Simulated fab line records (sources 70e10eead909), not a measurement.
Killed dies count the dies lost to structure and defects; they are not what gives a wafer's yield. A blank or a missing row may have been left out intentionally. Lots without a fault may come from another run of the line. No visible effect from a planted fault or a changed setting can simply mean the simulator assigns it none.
fab line records	flow nand-harc
record: lots: 24	wafers: 72	last-day: 24
route steps=1159 shown P_GATE@200 P_M0@272 P_M1@296 P_BONDPAD@376
lots that met no fault: from a run of the same line without faults
start-h: start of the lot's first displayed wafer, in hours after the record's first day	wait-h: time in hours since the lot's previous step	" repeats the value in the row above	L1.1+2: one row covering several wafers at once	- no value present, or no start provided	* or withheld: withheld	< > ~ a bound
route shown NAME@n: names a module that has steps shown in the file, with the first one's number in the route	usual: the fault-free wafers' mean and standard deviation	same: alike in all rows	chamber/n: place in a boat	sites: readings site by site	_std_site: the values' standard deviation	_edge_site: inner sites' mean taken away from outer sites' mean	radius-mm: how far each site lies from the wafer's centre	mask NAME#n: copy n	behind: the most recent tool/chamber to have shaped the wafer	hold: cause of the lot's hold/its duration in hours/its outcome	device: names the non-switching transistor (n, p or np)	end of line: the tests these same wafers got at the end of their route	where a step has no rows: the recipe by itself	killed: at the first sort, the dies lost to defects and structure; wafer yield is something else	map: per-die view of a wafer (x killed, . not killed, _ where there is no die)
set.NAME: the setting the step ran with; set.NAME@STEP: the setting that earlier step ran with	model.NAME: the simulator's own value behind a step, which no gauge read
one table for each step of the route and one row for each wafer, over a sample of lots
services: the hour from which a tool's chamber was out of use, counted from the record's first day as start-h (under 0 if before that day), plus the number of hours and why
== steps ==
step: NHARC_P_GATE_CD_MEAS_91
recipe: target-cd-nm: 2000	landing-energy-ev: 500
usual: cd-nm: 2000.1/1.1
lot.wafer	tool	chamber	start-h	wait-h	cd-nm
L074.2	cd-sem-02	0	104.88	-	2000.5
L074.4	"	0	"	"	1999.4
L074.5	"	0	"	"	1998.1
L075.3	cd-sem-03	0	112.88	-	1999.9
L075.4	"	0	"	"	2002.1
L075.6	"	0	"	"	2000.4
L076.2	cd-sem-01	0	119.50	-	2001.0
L076.4	"	0	"	"	1999.5
L076.5	"	0	"	"	2000.2
L078.3	cd-sem-02	0	124.91	-	2000.0
L078.4	"	0	"	"	2000.3
L078.5	"	0	"	"	2000.6
L077.1	cd-sem-02	0	125.10	-	2001.9
L077.2	"	0	"	"	2000.0
L077.4	"	0	"	"	2000.3
L079.1	cd-sem-01	0	141.52	-	1999.6
L079.5	"	0	"	"	2001.0
L079.6	"	0	"	"	2000.3
L080.3	cd-sem-01	0	142.12	-	2001.0
L080.4	"	0	"	"	2001.6
L080.5	"	0	"	"	2000.8
L081.2	cd-sem-01	0	149.87	-	1999.3
L081.3	"	0	"	"	2000.2
L081.6	"	0	"	"	2001.0
L083.1	cd-sem-01	0	165.84	-	2001.2
L083.3	"	0	"	"	2002.3
L083.5	"	0	"	"	2002.1
L082.3	cd-sem-01	0	166.01	-	2002.5
L082.4	"	0	"	"	2001.3
L082.6	"	0	"	"	2000.0
L084.1	cd-sem-02	0	171.04	-	2000.4
L084.3	"	0	"	"	1999.4
L084.6	"	0	"	"	2002.0
L085.3	cd-sem-03	0	182.23	-	1999.8
L085.4	"	0	"	"	2000.1
L085.5	"	0	"	"	2000.9
L086.2	cd-sem-01	0	182.98	-	2000.9
L086.4	"	0	"	"	1999.4
L086.6	"	0	"	"	1999.3
L088.1	cd-sem-01	0	189.30	-	1999.6
L088.4	"	0	"	"	1999.8
L088.5	"	0	"	"	1998.6
L087.2	cd-sem-01	0	189.80	-	2002.4
L087.5	"	0	"	"	2000.8
L087.6	"	0	"	"	2001.6
L089.1	cd-sem-02	0	207.85	-	1999.7
L089.2	"	0	"	"	2000.2
L089.4	"	0	"	"	1999.8
L090.1	cd-sem-01	0	208.38	-	1999.6
L090.2	"	0	"	"	2000.1
L090.6	"	0	"	"	1997.5
L092.1	cd-sem-03	0	211.98	-	2000.2
L092.3	"	0	"	"	1998.2
L092.5	"	0	"	"	2000.0
L091.1	cd-sem-03	0	214.09	-	1999.5
L091.2	"	0	"	"	1998.3
L091.5	"	0	"	"	1998.6
L093.1	cd-sem-02	0	217.13	-	2001.0
L093.2	"	0	"	"	1998.7
L093.6	"	0	"	"	2000.4
L094.1	cd-sem-03	0	225.67	-	2001.5
L094.5	"	0	"	"	1999.6
L094.6	"	0	"	"	1998.9
L095.1	cd-sem-01	0	232.02	-	1999.0
L095.4	"	0	"	"	1999.2
L095.5	"	0	"	"	1999.9
L096.2	cd-sem-01	0	233.97	-	2001.1
L096.4	"	0	"	"	1999.7
L096.6	"	0	"	"	1999.4
L097.1	cd-sem-03	0	237.73	-	1998.2
L097.2	"	0	"	"	1999.3
L097.4	"	0	"	"	1999.7
step: NHARC_P_M0_DEGAS_28
recipe: temp-c: 250	time-s: 60
usual: heater-power-w: 347/23
lot.wafer	tool	chamber	start-h	wait-h	heater-power-w
L074.4	pvd-sputter-01	-	118.63	-	334
L074.2	"	-	"	"	298
L074.5	"	-	"	"	307
L075.4	pvd-sputter-02	-	128.32	-	357
L075.3	"	-	"	"	369
L075.6	"	-	"	"	354
L076.4	pvd-sputter-01	-	133.15	-	295
L076.2	"	-	"	"	344
L076.5	"	-	"	"	310
L078.4	pvd-sputter-02	-	135.00	-	356
L078.3	"	-	"	"	322
L078.5	"	-	"	"	363
L077.4	pvd-sputter-01	-	135.69	-	340
L077.1	"	-	"	"	294
L077.2	"	-	"	"	347
L079.1	pvd-sputter-02	-	155.64	-	324
L079.5	"	-	"	"	319
L079.6	"	-	"	"	373
L080.3	pvd-sputter-02	-	156.27	-	369
L080.4	"	-	"	"	361
L080.5	"	-	"	"	329
L081.3	pvd-sputter-02	-	160.66	-	369
L081.2	"	-	"	"	323
L081.6	"	-	"	"	323
L083.1	pvd-sputter-03	-	176.06	-	345
L083.3	"	-	"	"	369
L083.5	"	-	"	"	331
L082.3	pvd-sputter-02	-	176.19	-	361
L082.4	"	-	"	"	381
L082.6	"	-	"	"	367
L084.1	pvd-sputter-02	-	185.90	-	316
L084.3	"	-	"	"	365
L084.6	"	-	"	"	321
L085.3	pvd-sputter-02	-	192.52	-	358
L085.4	"	-	"	"	316
L085.5	"	-	"	"	369
L086.4	pvd-sputter-02	-	193.34	-	321
L086.2	"	-	"	"	388
L086.6	"	-	"	"	387
L088.1	pvd-sputter-03	-	206.25	-	324
L088.4	"	-	"	"	348
L088.5	"	-	"	"	319
L087.2	pvd-sputter-01	-	206.91	-	332
L087.5	"	-	"	"	351
L087.6	"	-	"	"	336
L089.4	pvd-sputter-01	-	218.87	-	346
L089.1	"	-	"	"	330
L089.2	"	-	"	"	313
L090.1	pvd-sputter-01	-	219.28	-	335
L090.2	"	-	"	"	327
L090.6	"	-	"	"	354
L092.3	pvd-sputter-01	-	225.48	-	339
L092.1	"	-	"	"	306
L092.5	"	-	"	"	348
L091.2	pvd-sputter-02	-	228.84	-	375
L091.1	"	-	"	"	347
L091.5	"	-	"	"	368
L093.2	pvd-sputter-03	-	231.04	-	344
L093.1	"	-	"	"	350
L093.6	"	-	"	"	370
L094.1	pvd-sputter-03	-	239.62	-	346
L094.5	"	-	"	"	370
L094.6	"	-	"	"	339
L095.1	pvd-sputter-03	-	242.10	-	335
L095.4	"	-	"	"	371
L095.5	"	-	"	"	337
L096.4	pvd-sputter-03	-	244.04	-	373
L096.2	"	-	"	"	329
L096.6	"	-	"	"	340
L097.4	pvd-sputter-02	-	250.45	-	335
L097.1	"	-	"	"	390
L097.2	"	-	"	"	343
step: NHARC_P_M1_OVL_MEAS_10
recipe: pitch-nm: 260
usual: overlay-x-nm: -0.1/0.8	overlay-y-nm: 0.1/0.79
lot.wafer	tool	chamber	start-h	wait-h	overlay-x-nm	overlay-y-nm
L074.2	overlay-02	-	121.64	-	1.4	0.5
L074.4	"	-	"	"	0.6	-0.2
L074.5	"	-	"	"	0.9	-0.6
L075.3	overlay-02	-	131.23	-	0.7	0.9
L075.4	"	-	"	"	0.2	0.5
L075.6	"	-	"	"	0.2	1.1
L076.2	overlay-01	-	136.04	-	-0.1	-0.1
L076.4	"	-	"	"	-1.0	0.2
L076.5	"	-	"	"	-1.2	-0.2
L078.3	overlay-01	-	137.97	-	-0.4	-0.8
L078.4	"	-	"	"	-0.5	-0.3
L078.5	"	-	"	"	-0.4	-1.6
L077.1	overlay-02	-	138.78	-	-0.1	-0.1
L077.2	"	-	"	"	-0.2	0.1
L077.4	"	-	"	"	-0.1	-0.7
L079.1	overlay-02	-	158.71	-	-1.3	0.3
L079.5	"	-	"	"	-0.8	0.2
L079.6	"	-	"	"	-0.3	0.4
L080.3	overlay-01	-	159.24	-	0.0	-0.5
L080.4	"	-	"	"	-0.5	0.1
L080.5	"	-	"	"	0.4	-0.2
L081.2	overlay-01	-	163.72	-	-0.5	-0.1
L081.3	"	-	"	"	-0.1	0.6
L081.6	"	-	"	"	-0.5	0.0
L083.1	overlay-01	-	179.09	-	0.4	-2.0
L083.3	"	-	"	"	0.1	-1.5
L083.5	"	-	"	"	0.2	-1.9
L082.3	overlay-02	-	179.25	-	0.1	-0.3
L082.4	"	-	"	"	0.3	-0.1
L082.6	"	-	"	"	-0.4	0.1
L084.1	overlay-02	-	188.99	-	-0.2	1.0
L084.3	"	-	"	"	-0.5	0.6
L084.6	"	-	"	"	-0.4	0.8
L085.3	overlay-02	-	195.64	-	-1.2	0.0
L085.4	"	-	"	"	-1.3	-0.6
L085.5	"	-	"	"	-1.7	-0.8
L086.2	overlay-02	-	196.41	-	-0.2	1.9
L086.4	"	-	"	"	-0.6	0.6
L086.6	"	-	"	"	-0.4	1.3
L088.1	overlay-02	-	209.21	-	-1.6	0.0
L088.4	"	-	"	"	-1.4	0.2
L088.5	"	-	"	"	-1.0	0.3
L087.2	overlay-01	-	209.96	-	1.6	-0.4
L087.5	"	-	"	"	1.3	-0.4
L087.6	"	-	"	"	0.9	-0.9
L089.1	overlay-02	-	221.92	-	0.2	-1.8
L089.2	"	-	"	"	0.5	-0.9
L089.4	"	-	"	"	0.5	-1.3
L090.1	overlay-02	-	223.27	-	1.3	0.9
L090.2	"	-	"	"	1.2	1.2
L090.6	"	-	"	"	1.9	0.3
L092.1	overlay-01	-	228.51	-	0.4	0.8
L092.3	"	-	"	"	0.9	0.1
L092.5	"	-	"	"	1.0	0.2
L091.1	overlay-01	-	231.94	-	0.0	0.2
L091.2	"	-	"	"	0.3	0.9
L091.5	"	-	"	"	0.3	0.1
L093.1	overlay-01	-	234.11	-	0.0	0.9
L093.2	"	-	"	"	-0.3	-0.1
L093.6	"	-	"	"	-0.2	0.5
L094.1	overlay-01	-	242.67	-	-2.1	0.5
L094.5	"	-	"	"	-2.1	0.3
L094.6	"	-	"	"	-1.2	0.4
L095.1	overlay-02	-	245.29	-	-0.1	-0.1
L095.4	"	-	"	"	0.0	-0.5
L095.5	"	-	"	"	0.1	-0.1
L096.2	overlay-01	-	249.01	-	-0.2	0.6
L096.4	"	-	"	"	-0.5	0.7
L096.6	"	-	"	"	-0.6	-0.1
L097.1	overlay-01	-	253.82	-	-0.2	0.8
L097.2	"	-	"	"	0.0	0.8
L097.4	"	-	"	"	0.0	0.9
step: NHARC_P_M1_DESCUM_14
recipe: time-s: 3	o2-flow-sccm: 200	ar-flow-sccm: 0	bias-power-w: 0	chemistry: O2
usual: drypump-motor-current-A: 5.7/0.47	oes-product-au: 1.000/0.0075	rf-vpp-V: 57.7/0.95	showerhead-plenum-p-Torr: 1.88/0.089	throttle-valve-pct: 11.310/0.0087
lot.wafer	tool	chamber	start-h	wait-h	drypump-motor-current-A	oes-product-au	rf-hours-counter-h	rf-vpp-V	showerhead-plenum-p-Torr	throttle-valve-pct
L074.4	rie-diel-05	3	121.74	0.1	5.2	0.996	2.6	58.2	1.91	11.305
L074.2	"	2	"	"	5.7	1.006	3.1	57.4	1.80	11.308
L074.5	"	3	"	"	5.2	1.003	-	58.6	1.91	11.304
L075.4	rie-diel-05	3	131.35	0.1	5.3	1.004	2.8	57.6	1.91	11.321
L075.3	"	0	"	"	6.5	1.017	3.3	57.1	2.06	11.317
L075.6	"	1	"	"	6.1	1.006	-	57.5	1.83	11.302
L076.4	rie-diel-05	1	136.15	0.1	6.1	0.999	3.2	57.8	1.83	11.319
L076.2	"	2	"	"	5.7	0.996	3.3	56.8	1.80	11.288
L076.5	"	0	"	"	6.4	1.004	-	58.4	2.06	11.316
L078.4	rie-diel-02	0	138.07	0.1	5.7	0.985	12.2	58.8	1.91	11.316
L078.3	"	2	"	"	5.9	0.991	11.5	57.1	1.97	11.316
L078.5	"	1	"	"	5.5	0.995	-	57.8	1.92	11.301
L077.4	rie-diel-05	0	138.89	0.1	6.5	1.006	3.7	58.4	2.06	11.317
L077.1	"	1	"	"	6.1	0.999	3.5	56.7	1.83	11.323
L077.2	"	2	"	"	5.7	1.001	3.5	57.1	1.80	11.304
L079.1	rie-diel-05	1	158.84	0.1	6.1	1.003	3.9	57.4	1.83	11.317
L079.5	"	2	"	"	5.7	1.013	-	58.2	1.80	11.305
L079.6	"	3	"	"	5.3	0.998	-	58.5	1.91	11.323
L080.3	rie-diel-05	3	159.36	0.1	5.2	1.010	3.7	58.2	1.91	11.305
L080.4	"	0	"	"	6.5	1.003	4.2	59.0	2.06	11.322
L080.5	"	2	"	"	5.7	1.010	-	56.0	1.80	11.309
L081.2	rie-diel-10	3	163.82	0.1	5.2	0.990	10.7	56.3	1.80	11.317
L081.3	"	0	"	"	5.5	0.986	10.0	57.9	1.96	11.299
L081.6	"	3	"	"	5.2	0.994	-	57.0	1.80	11.303
L083.3	rie-diel-02	1	179.19	0.1	5.5	0.990	2.2	58.8	1.92	11.324
L083.1	"	2	"	"	5.8	1.006	2.3	58.7	1.97	11.316
L083.5	"	2	"	"	5.9	0.991	-	58.3	1.97	11.304
L082.3	rie-diel-05	0	179.35	0.1	6.5	0.998	0.2	58.4	2.06	11.312
L082.4	"	1	"	"	6.1	0.990	0.2	56.6	1.83	11.313
L082.6	"	1	"	"	6.1	1.004	-	58.2	1.83	11.316
L084.3	rie-diel-05	1	189.09	0.1	6.1	1.008	0.5	57.3	1.83	11.318
L084.1	"	0	"	"	6.5	1.003	0.4	59.8	2.06	11.324
L084.6	"	2	"	"	5.7	1.007	-	56.1	1.80	11.303
L085.3	rie-diel-02	1	195.74	0.1	5.5	1.001	3.3	57.3	1.92	11.313
L085.4	"	3	"	"	5.2	1.007	3.6	58.1	1.80	11.303
L085.5	"	2	"	"	5.8	1.009	-	57.6	1.97	11.295
L086.4	rie-diel-05	1	196.51	0.1	6.1	1.016	0.8	58.4	1.83	11.310
L086.2	"	0	"	"	6.4	1.005	0.7	58.7	2.06	11.309
L086.6	"	2	"	"	5.7	1.002	-	56.4	1.80	11.313
L088.4	rie-diel-02	2	209.31	0.1	5.9	1.010	3.9	58.5	1.97	11.310
L088.1	"	1	"	"	5.5	0.999	3.6	58.4	1.92	11.302
L088.5	"	3	"	"	5.2	1.008	-	57.6	1.80	11.311
L087.2	rie-diel-10	3	210.08	0.1	5.2	0.983	1.4	57.9	1.80	11.306
L087.5	"	1	"	"	4.8	0.992	-	57.5	1.80	11.307
L087.6	"	2	"	"	5.7	1.000	-	56.9	1.80	11.307
L089.4	rie-diel-10	3	222.02	0.1	5.2	0.987	2.7	57.9	1.80	11.314
L089.1	"	1	"	"	4.8	0.989	3.1	58.7	1.80	11.307
L089.2	"	2	"	"	5.7	0.996	3.2	56.5	1.80	11.300
L090.2	rie-diel-05	3	223.37	0.1	5.2	1.000	1.3	57.3	1.91	11.308
L090.1	"	1	"	"	6.1	1.002	1.4	58.7	1.83	11.294
L090.6	"	3	"	"	5.3	0.995	-	58.0	1.91	11.307
L092.3	rie-diel-10	0	228.62	0.1	5.5	1.005	2.8	57.4	1.96	11.306
L092.1	"	1	"	"	4.8	0.997	3.3	54.7	1.80	11.296
L092.5	"	3	"	"	5.2	1.000	-	56.3	1.80	11.312
L091.2	rie-diel-10	0	232.06	0.1	5.5	0.996	2.9	59.4	1.96	11.308
L091.1	"	1	"	"	4.8	0.995	3.4	57.8	1.80	11.307
L091.5	"	3	"	"	5.2	0.996	-	56.4	1.80	11.309
L093.1	rie-diel-02	1	234.22	0.1	5.5	0.990	5.9	57.5	1.91	11.315
L093.2	"	2	"	"	5.9	1.005	6.0	58.8	1.97	11.297
L093.6	"	0	"	"	5.8	0.993	-	57.5	1.91	11.301
L094.1	rie-diel-10	1	242.77	0.1	4.8	0.998	3.7	59.6	1.80	11.304
L094.5	"	0	"	"	5.5	0.998	-	57.5	1.96	11.306
L094.6	"	1	"	"	4.8	1.002	-	57.1	1.80	11.321
L095.1	rie-diel-10	0	245.39	0.1	5.5	0.992	3.1	57.1	1.96	11.313
L095.4	"	2	"	"	5.8	0.999	4.0	56.9	1.80	11.321
L095.5	"	0	"	"	5.5	0.984	-	57.6	1.96	11.308
L096.2	rie-diel-05	0	249.12	0.1	6.5	0.998	1.7	57.9	2.06	11.316
L096.4	"	2	"	"	5.7	1.014	2.0	55.3	1.80	11.338
L096.6	"	0	"	"	6.5	1.003	-	58.7	2.06	11.315
L097.1	rie-diel-05	0	253.92	0.1	6.5	1.009	1.9	57.7	2.06	11.301
L097.2	"	1	"	"	6.1	1.003	2.0	58.5	1.83	11.321
L097.4	"	2	"	"	5.7	1.007	2.2	57.2	1.80	11.305
step: NHARC_P_M1_THK_MEAS_24
recipe: thk-meas-gauge: xrf
usual: thk-nm: 158.0/1.4
lot.wafer	tool	chamber	start-h	wait-h	thk-nm
L074.2	film-metro-01	-	124.18	-	157.0
L074.4	"	-	"	"	156.7
L074.5	"	-	"	"	157.9
L075.3	film-metro-01	-	133.83	-	161.4
L075.4	"	-	"	"	158.4
L075.6	"	-	"	"	160.1
L076.2	film-metro-02	-	138.62	-	160.4
L076.4	"	-	"	"	157.7
L076.5	"	-	"	"	157.9
L078.3	film-metro-02	-	140.54	-	157.5
L078.4	"	-	"	"	158.1
L078.5	"	-	"	"	159.3
L077.1	film-metro-01	-	141.36	-	159.6
L077.2	"	-	"	"	159.2
L077.4	"	-	"	"	159.4
L079.1	film-metro-01	-	161.26	-	155.3
L079.5	"	-	"	"	154.9
L079.6	"	-	"	"	157.3
L080.3	film-metro-01	-	161.77	-	157.8
L080.4	"	-	"	"	158.5
L080.5	"	-	"	"	158.6
L081.2	film-metro-02	-	166.50	-	159.2
L081.3	"	-	"	"	159.2
L081.6	"	-	"	"	158.5
L083.1	film-metro-01	-	181.61	-	158.1
L083.3	"	-	"	"	158.7
L083.5	"	-	"	"	158.8
L082.3	film-metro-02	-	181.91	-	156.7
L082.4	"	-	"	"	155.8
L082.6	"	-	"	"	156.4
L084.1	film-metro-02	-	191.52	-	158.2
L084.3	"	-	"	"	156.1
L084.6	"	-	"	"	157.3
L085.3	film-metro-01	-	198.20	-	161.1
L085.4	"	-	"	"	160.5
L085.5	"	-	"	"	158.1
L086.2	film-metro-02	-	199.38	-	157.8
L086.4	"	-	"	"	158.1
L086.6	"	-	"	"	157.2
L088.1	film-metro-02	-	212.21	-	159.4
L088.4	"	-	"	"	158.7
L088.5	"	-	"	"	158.7
L087.2	film-metro-02	-	212.54	-	159.5
L087.5	"	-	"	"	159.0
L087.6	"	-	"	"	159.0
L089.1	film-metro-02	-	224.48	-	157.8
L089.2	"	-	"	"	156.1
L089.4	"	-	"	"	156.6
L090.1	film-metro-01	-	225.84	-	159.5
L090.2	"	-	"	"	157.3
L090.6	"	-	"	"	157.1
L092.1	film-metro-01	-	231.03	-	156.8
L092.3	"	-	"	"	157.5
L092.5	"	-	"	"	158.4
L091.1	film-metro-01	-	234.47	-	156.1
L091.2	"	-	"	"	158.5
L091.5	"	-	"	"	155.4
L093.1	film-metro-02	-	236.62	-	157.1
L093.2	"	-	"	"	157.1
L093.6	"	-	"	"	158.1
L094.1	film-metro-01	-	245.18	-	157.2
L094.5	"	-	"	"	157.3
L094.6	"	-	"	"	159.1
L095.1	film-metro-01	-	247.84	-	157.3
L095.4	"	-	"	"	160.9
L095.5	"	-	"	"	157.8
L096.2	film-metro-01	-	251.67	-	159.6
L096.4	"	-	"	"	158.6
L096.6	"	-	"	"	157.6
L097.1	film-metro-02	-	256.33	-	158.8
L097.2	"	-	"	"	157.2
L097.4	"	-	"	"	156.4
step: NHARC_P_BONDPAD_PVD_17
recipe: target-thk-a: 50	bias-v: 168.6	power-w: 15000	chamber-pressure-pa: 0.12	time-s: 8.06	substrate-temp-c: 50	material: TaN
usual: throttle-valve-pct: 30.1/0.79
lot.wafer	tool	chamber	start-h	wait-h	throttle-valve-pct
L074.2	pvd-sputter-01	-	-	-	30.1
L074.4	"	-	"	"	29.0
L074.5	"	-	"	"	29.7
L075.4	pvd-sputter-02	-	-	-	30.7
L075.3	"	-	"	"	28.3
L075.6	"	-	"	"	30.7
L076.4	pvd-sputter-03	-	-	-	31.1
L076.2	"	-	"	"	31.1
L076.5	"	-	"	"	30.9
L078.3	pvd-sputter-02	-	-	-	31.1
L078.4	"	-	"	"	31.2
L078.5	"	-	"	"	30.9
L077.1	pvd-sputter-02	-	-	-	28.4
L077.4	"	-	"	"	30.9
L077.2	"	-	"	"	30.9
L079.1	pvd-sputter-02	-	-	-	30.3
L079.5	"	-	"	"	30.4
L079.6	"	-	"	"	28.3
L080.3	pvd-sputter-03	-	-	-	30.0
L080.4	"	-	"	"	29.6
L080.5	"	-	"	"	30.0
L081.3	pvd-sputter-03	-	-	-	31.0
L081.2	"	-	"	"	29.5
L081.6	"	-	"	"	29.9
L083.3	pvd-sputter-03	-	-	-	29.9
L083.1	"	-	"	"	30.8
L083.5	"	-	"	"	30.7
L082.3	pvd-sputter-01	-	-	-	29.4
L082.4	"	-	"	"	29.8
L082.6	"	-	"	"	29.1
L084.1	pvd-sputter-03	-	-	-	29.7
L084.3	"	-	"	"	30.6
L084.6	"	-	"	"	30.8
L085.3	pvd-sputter-01	-	-	-	29.1
L085.4	"	-	"	"	29.9
L085.5	"	-	"	"	29.2
L086.4	pvd-sputter-02	-	-	-	30.8
L086.2	"	-	"	"	30.1
L086.6	"	-	"	"	30.2
L088.1	pvd-sputter-01	-	-	-	29.1
L088.4	"	-	"	"	30.3
L088.5	"	-	"	"	29.9
L087.2	pvd-sputter-03	-	-	-	30.0
L087.5	"	-	"	"	31.0
L087.6	"	-	"	"	29.9
L089.2	pvd-sputter-03	-	-	-	29.9
L089.1	"	-	"	"	29.7
L089.4	"	-	"	"	30.9
L090.1	pvd-sputter-03	-	-	-	29.6
L090.2	"	-	"	"	30.1
L090.6	"	-	"	"	29.6
L092.3	pvd-sputter-03	-	-	-	31.4
L092.1	"	-	"	"	30.2
L092.5	"	-	"	"	29.4
L091.1	pvd-sputter-02	-	-	-	31.4
L091.2	"	-	"	"	30.8
L091.5	"	-	"	"	31.2
L093.1	pvd-sputter-02	-	-	-	31.3
L093.2	"	-	"	"	30.8
L093.6	"	-	"	"	31.3
L094.1	pvd-sputter-01	-	-	-	29.9
L094.5	"	-	"	"	29.2
L094.6	"	-	"	"	30.4
L095.1	pvd-sputter-01	-	-	-	30.1
L095.4	"	-	"	"	30.0
L095.5	"	-	"	"	30.4
L096.4	pvd-sputter-01	-	-	-	29.4
L096.2	"	-	"	"	29.7
L096.6	"	-	"	"	29.3
L097.4	pvd-sputter-03	-	-	-	30.5
L097.2	"	-	"	"	29.5
L097.1	"	-	"	"	29.8
== services ==
tool	chamber	start-h	hours	kind
rie-diel-10	0	100.34	4.2	repair
pvd-sputter-03	-	102.00	10.0	pm
rie-diel-02	2	106.13	2.4	repair
rie-diel-10	0	106.52	4.4	repair
rie-diel-05	0	118.10	-	clean
rie-diel-05	1	118.10	-	clean
rie-diel-05	2	118.10	-	clean
rie-diel-05	3	118.10	-	clean
pvd-sputter-01	-	122.65	1.6	repair
pvd-sputter-03	-	127.02	8.8	repair
rie-diel-05	0	142.60	-	clean
rie-diel-10	1	147.07	7.9	repair
rie-diel-02	-	150.70	9.0	pm
pvd-sputter-01	-	150.90	3.5	repair
pvd-sputter-01	-	158.00	10.0	pm
rie-diel-05	-	163.60	9.0	pm
pvd-sputter-02	-	170.59	4.0	repair
pvd-sputter-01	-	174.45	6.7	repair
rie-diel-10	-	176.50	9.0	pm
pvd-sputter-03	-	191.86	2.5	repair
pvd-sputter-02	-	209.49	1.5	repair
pvd-sputter-02	-	214.00	10.0	pm
rie-diel-02	2	259.86	31.5	repair
rie-diel-10	3	262.31	4.8	repair
== key ==
fault none
